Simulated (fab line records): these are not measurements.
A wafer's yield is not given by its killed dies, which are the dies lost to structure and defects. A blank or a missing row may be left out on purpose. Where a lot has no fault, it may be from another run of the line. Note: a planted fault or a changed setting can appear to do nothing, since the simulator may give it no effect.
fab line records -- flow n5Finfet -- part 2 of 2: steps 25 to 29 of 29
record: lots: 5, wafers: 15, lastDay: 16
route steps=1938 shown GATE_CUT@502 MOL_CONTACT_COAG@517
lots that met no fault: from a run of the same line without faults
startH: hours from the record's opening day to when the first of the lot's shown wafers began -- waitH: hours since the lot's step before -- " unchanged from the row above -- L1.1+2: a single row standing in for several wafers -- - either no value or no given start -- * or withheld: withheld -- < > ~ a bound
route shown NAME@n: names a module that has steps shown in the file, with the first one's number in the route -- usual: mean and standard deviation over wafers with no fault -- same: alike in all rows -- chamber/n: place in a boat -- sites: per-site readings -- _std_site: standard deviation of those values -- _edge_site: the outer-site mean with the inner-site mean subtracted -- radiusMm: for every site, how far away it sits from the centre of the wafer -- mask NAME#n: copy n -- behind: the tool/chamber that last shaped the wafer -- hold: why the lot went on hold/how many hours it stayed there/how the hold came to an end -- device: the transistor (n, p or np) that didn't switch -- end of line: the tests these same wafers got at the end of their route -- step lacking rows: just its recipe -- killed: not the wafer's yield, but the dies lost to structure and defects at the first sort -- map: the dies of a wafer, with x for killed, . for not killed, _ for no die there
set.NAME: setting as actually run; set.NAME@STEP: the setting as run at that earlier step -- model.NAME: the simulator's own value behind a step, which no gauge read
a table for each step, a row for each wafer; lots at some steps of the route
services: a tool's chamber out of use, with start hour (startH, from the record's first day; less than 0 if before it), hours out, and reason
== steps ==
step: N5_MOL_CONTACT_COAG_OVL_MEAS_09
recipe: pointsPerWafer: 522
usual: CA_OVL: -0.9/0.71
lot.wafer,tool,chamber,startH,waitH,CA_OVL[nm]
L081.1,overlay-02,0,136.23,0.0,0.3
L081.2,overlay-02,0,136.23,0.0,-0.9
L081.5,overlay-02,0,136.23,0.0,-0.7
L083.2,overlay-01,0,142.81,0.0,-2.1
L083.4,overlay-01,0,142.81,0.0,-1.2
L083.6,overlay-01,0,142.81,0.0,-0.7
L086.2,overlay-02,0,159.29,0.0,-0.9
L086.5,overlay-02,0,159.29,0.0,-0.4
L086.6,overlay-02,0,159.29,0.0,-0.5
L093.1,overlay-01,0,202.11,0.0,0.1
L093.3,overlay-01,0,202.11,0.0,-1.7
L093.5,overlay-01,0,202.11,0.0,-0.8
L092.4,overlay-01,0,208.98,0.0,-1.3
L092.5,overlay-01,0,208.98,0.0,-0.4
L092.6,overlay-01,0,208.98,0.0,-0.5
step: N5_MOL_CONTACT_COAG_INSPECT_10
recipe: mode: adi, inspectInstrument: brightfield
usual: rawDefectCount: 71/26
lot.wafer,tool,chamber,startH,waitH,rawDefectCount
L081.1,defectInspect-02,-,136.29,0.1,73
L081.2,defectInspect-02,-,136.29,0.1,99
L081.5,defectInspect-02,-,136.29,0.1,97
L083.2,defectInspect-01,-,142.87,0.0,43
L083.4,defectInspect-01,-,142.87,0.0,45
L083.6,defectInspect-01,-,142.87,0.0,31
L086.2,defectInspect-02,-,159.34,0.0,98
L086.5,defectInspect-02,-,159.34,0.0,54
L086.6,defectInspect-02,-,159.34,0.0,75
L093.1,defectInspect-01,-,202.17,0.1,67
L093.3,defectInspect-01,-,202.17,0.1,48
L093.5,defectInspect-01,-,202.17,0.1,70
L092.4,defectInspect-02,-,209.02,0.0,86
L092.5,defectInspect-02,-,209.02,0.0,70
L092.6,defectInspect-02,-,209.02,0.0,90
step: N5_MOL_CONTACT_COAG_DESCUM_13
recipe: chemistry: O2, timeS: 7, sourcePowerW: 50, biasPowerW: 20, pressureMtorr: 20, rfFrequencyHz: 2.712e+07, tempC: 40, resist: CAR-EUV, o2FlowSccm: 225
usual: biasPowerW: 20.00/0.059, drypumpMotorCurrentA: 5.7/0.43, oesProductAu: 0.81/0.092, rfVppV: 243.5/1.4, showerheadPlenumPTorr: 2.11/0.071, throttleValvePct: 20.31/0.18
lot.wafer,tool,chamber,startH,waitH,biasPowerW,drypumpMotorCurrentA,oesProductAu,rfHoursCounterH,rfVppV,showerheadPlenumPTorr,throttleValvePct
L081.1,rieDiel-04,0,136.78,0.5,20.00,5.3,0.68,248,243.7,2.05,20.12
L081.2,rieDiel-04,1,136.78,0.5,19.94,5.4,0.92,20,243.8,2.14,20.24
L081.5,rieDiel-04,3,136.78,0.5,20.00,6.5,0.73,-,245.4,2.17,20.52
L083.2,rieDiel-04,3,142.90,0.0,20.02,6.5,0.73,184,244.3,2.17,20.51
L083.4,rieDiel-04,1,142.90,0.0,19.94,5.3,0.92,22,243.8,2.14,20.22
L083.6,rieDiel-04,2,142.90,0.0,19.99,5.7,0.71,-,242.1,2.05,20.42
L086.2,rieDiel-05,2,159.37,0.0,20.01,6.5,0.70,234,244.8,2.15,20.70
L086.5,rieDiel-05,2,159.37,0.0,19.91,6.5,0.70,-,243.8,2.15,20.70
L086.6,rieDiel-05,1,159.37,0.0,20.07,5.6,0.86,-,242.2,2.04,20.42
L093.1,rieDiel-05,2,202.22,0.0,20.08,6.5,0.68,248,243.7,2.15,20.72
L093.3,rieDiel-05,3,202.22,0.0,19.98,5.2,0.88,41,244.7,2.21,20.28
L093.5,rieDiel-05,0,202.22,0.0,19.90,5.8,0.89,-,243.2,2.04,20.26
L092.4,rieDiel-02,1,209.05,0.0,19.94,5.2,0.85,66,243.8,2.12,20.26
L092.5,rieDiel-02,0,209.05,0.0,20.05,5.8,0.71,-,241.2,1.99,20.36
L092.6,rieDiel-02,3,209.05,0.0,19.96,5.7,0.89,-,242.8,2.13,20.03
step: N5_MOL_CONTACT_COAG_ETCH_59
recipe: chemistry: N2/H2, target: underlayer, targetDepthA: 130, maskMaterial: CAR-EUV, timeS: 10.4, ionEnergyEv: 200, pressureMtorr: 30, sourceW: 840, biasW: 150, n2FlowSccm: 200, h2FlowSccm: 200, ends: cleared
usual: drypumpMotorCurrentA: 5.8/0.43, etchRfOnTimeS: 10.36/0.18, n2FlowSccm: 199.9/0.61, oesProductAu: 0.70/0.079, rfVppV: 524.5/2.4, showerheadPlenumPTorr: 2.56/0.086, throttleValvePct: 17.76/0.21
lot.wafer,tool,chamber,startH,waitH,drypumpMotorCurrentA,etchRfOnTimeS,n2FlowSccm,oesProductAu,rfHoursCounterH,rfVppV,showerheadPlenumPTorr,throttleValvePct
L081.1,rieDiel-04,0,136.81,0.0,5.2,10.37,200.3,0.57,248,523.6,2.49,17.55
L081.2,rieDiel-04,1,136.81,0.0,5.4,10.12,200.4,0.79,20,525.8,2.61,17.62
L081.5,rieDiel-04,3,136.81,0.0,6.5,10.24,199.1,0.63,-,525.5,2.63,17.87
L083.2,rieDiel-04,3,142.93,0.0,6.5,10.28,199.9,0.63,184,525.5,2.63,17.87
L083.4,rieDiel-04,1,142.93,0.0,5.4,10.15,200.1,0.79,22,526.2,2.60,17.61
L083.6,rieDiel-04,2,142.93,0.0,5.7,10.07,199.8,0.61,-,522.6,2.50,17.92
L086.2,rieDiel-05,2,159.41,0.0,6.5,10.62,199.8,0.59,234,525.4,2.64,18.31
L086.5,rieDiel-05,2,159.41,0.0,6.5,10.69,199.8,0.59,-,525.2,2.64,18.30
L086.6,rieDiel-05,1,159.41,0.0,5.7,10.30,200.4,0.74,-,523.2,2.48,17.86
L093.1,rieDiel-05,2,202.25,0.0,6.5,10.58,199.9,0.59,248,526.7,2.63,18.34
L093.3,rieDiel-05,3,202.25,0.0,5.2,10.36,199.8,0.74,41,529.4,2.71,17.76
L093.5,rieDiel-05,0,202.25,0.0,5.8,10.23,199.2,0.76,-,522.6,2.49,17.78
L092.4,rieDiel-02,1,209.08,0.0,5.3,10.62,200.6,0.72,66,524.9,2.59,17.78
L092.5,rieDiel-02,0,209.08,0.0,5.8,10.64,199.5,0.61,-,520.1,2.41,17.83
L092.6,rieDiel-02,3,209.08,0.0,5.7,10.46,200.4,0.76,-,523.0,2.59,17.52
step: N5_MOL_CONTACT_COAG_ETCH_105
recipe: chemistry: CF4, target: SiARC, targetDepthA: 156, maskMaterial: CAR-EUV, timeS: 26, ionEnergyEv: 80, pressureMtorr: 40, sourceW: 545, biasW: 36, Ar_flow_sccm: 100, cf4FlowSccm: 100, ends: cleared
usual: cf4FlowSccm: 100.0/0.3, drypumpMotorCurrentA: 5.7/0.44, etchRfOnTimeS: 25.9/0.4, oesProductAu: 0.70/0.078, rfVppV: 184.2/1.2, showerheadPlenumPTorr: 2.16/0.067, throttleValvePct: 15.51/0.21
lot.wafer,tool,chamber,startH,waitH,cf4FlowSccm,drypumpMotorCurrentA,etchRfOnTimeS,oesProductAu,rfHoursCounterH,rfVppV,showerheadPlenumPTorr,throttleValvePct
L081.1,rieDiel-04,0,136.83,0.0,100.3,5.2,26.3,0.57,248,184.2,2.12,15.54
L081.2,rieDiel-04,1,136.83,0.0,100.4,5.4,25.5,0.79,20,184.0,2.18,15.31
L081.5,rieDiel-04,3,136.83,0.0,100.1,6.5,26.0,0.63,-,185.9,2.21,15.60
L083.2,rieDiel-04,3,142.95,0.0,100.0,6.5,25.7,0.63,184,185.1,2.21,15.64
L083.4,rieDiel-04,1,142.95,0.0,99.9,5.4,25.3,0.79,22,186.0,2.18,15.33
L083.6,rieDiel-04,2,142.95,0.0,100.1,5.8,25.3,0.61,-,183.1,2.11,15.79
L086.2,rieDiel-05,2,159.43,0.0,100.0,6.5,26.4,0.59,234,185.6,2.21,16.01
L086.5,rieDiel-05,2,159.43,0.0,99.8,6.5,26.2,0.59,-,185.5,2.21,16.03
L086.6,rieDiel-05,1,159.43,0.0,99.9,5.6,25.2,0.75,-,182.9,2.09,15.55
L093.1,rieDiel-05,2,202.27,0.0,99.4,6.5,26.4,0.58,248,185.1,2.20,16.05
L093.3,rieDiel-05,3,202.27,0.0,99.6,5.2,25.7,0.75,41,184.3,2.28,15.52
L093.5,rieDiel-05,0,202.27,0.0,100.1,5.8,25.7,0.76,-,183.0,2.08,15.35
L092.4,rieDiel-02,1,209.10,0.0,100.4,5.2,26.0,0.72,66,184.3,2.16,15.46
L092.5,rieDiel-02,0,209.10,0.0,100.0,5.8,26.5,0.61,-,183.0,2.04,15.61
L092.6,rieDiel-02,3,209.10,0.0,100.0,5.7,26.0,0.75,-,185.3,2.18,15.20
== services ==
tool,chamber,startH,hours,kind
cmp-03,-,113.38,2.4,repair
euvScanner-01,-,114.40,0.7,repair
lithoTrack-05,-,120.15,-,consumableReplace:filter
euvScanner-01,-,135.55,1.0,pm
euvScanner-02,-,145.82,1.0,pm
rieMetal-02,-,149.58,14.6,pm
euvScanner-02,-,156.89,4.6,pm
cmp-02,-,157.47,4.0,pm
cmp-04,-,160.14,5.4,pm
euvScanner-01,-,161.52,5.8,pm
rieDiel-04,0,163.15,-,clean
rieDiel-04,0,163.15,-,consumableReplace:focusRing
rieDiel-04,0,163.15,21.2,scheduledDown
rieDiel-04,2,165.46,6.9,repair
rieMetal-02,-,166.89,0.1,repair
cmp-02,-,167.32,0.3,repair
plasmaAsher-01,-,170.20,11.7,repair
euvScanner-01,-,171.49,0.6,repair
aldSin-01,-,178.05,14.0,pm
cmp-02,-,182.42,8.2,pm
euvScanner-01,-,191.70,1.0,pm
euvScanner-01,-,197.22,0.1,repair
euvScanner-01,-,197.84,0.7,repair
plasmaAsher-02,-,203.15,3.0,repair
